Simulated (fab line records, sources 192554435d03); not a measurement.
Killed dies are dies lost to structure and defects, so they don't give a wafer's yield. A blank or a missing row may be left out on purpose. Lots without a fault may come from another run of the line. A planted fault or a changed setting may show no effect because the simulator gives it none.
Chamber matching | flow n5_finfet | N5_SDB_ETCH_25 on rie_diel-04: 4 sister chambers
The step etches SiO2 in C4F6/O2, target depth 10 nm, time 3.3 s. 8 wafers are shown with their chamber, then 8 later ones without.

WAFERS WITH THEIR CHAMBER
wafer  | chamber | throttle_valve_pct (%) | showerhead_plenum_p_Torr (Torr)
L075.4 | 1       | 21.05                  | 2.83
L079.1 | 1       | 21.05                  | 2.82
L079.3 | 2       | 21.48                  | 2.71
L080.5 | 2       | 21.49                  | 2.70
L086.2 | 3       | 20.90                  | 2.72
L086.5 | 3       | 20.90                  | 2.72
L086.6 | 0       | 21.64                  | 2.83
L087.3 | 0       | 21.63                  | 2.83

WAFERS WITHOUT THEIR CHAMBER
wafer  | throttle_valve_pct (%) | showerhead_plenum_p_Torr (Torr)
L087.5 | 20.90                  | 2.72
L087.6 | 21.08                  | 2.81
L088.1 | 20.90                  | 2.72
L088.3 | 21.08                  | 2.81
L088.4 | 20.91                  | 2.72
L096.2 | 21.09                  | 2.81
L096.4 | 21.18                  | 3.03
L096.6 | 21.08                  | 2.81

WHICH CHAMBER EACH WENT THROUGH
wafer  | from the rows above | in truth
L087.5 | 3                   | 3
L087.6 | 1                   | 1
L088.1 | 3                   | 3
L088.3 | 1                   | 1
L088.4 | 3                   | 3
L096.2 | 1                   | 1
L096.4 | 1                   | 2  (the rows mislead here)
L096.6 | 1                   | 1
Placed correctly: 7 of 8. Can't be placed from these rows: 0. Placed wrongly: 1.
How it was worked out, from the rows above alone: a wafer's distance from a chamber is the root of the sum, over the readings, of the square of ((its reading less the chamber's mean) divided by the reading's scatter). The wafer belongs to the nearest chamber; if the next one is less than 2 further off, it can't be placed. A chamber's mean is the mean of its shown wafers. The scatter: the root of (the sum of the squares of (reading less its chamber's mean) over the shown wafers, divided by (wafers less chambers)).
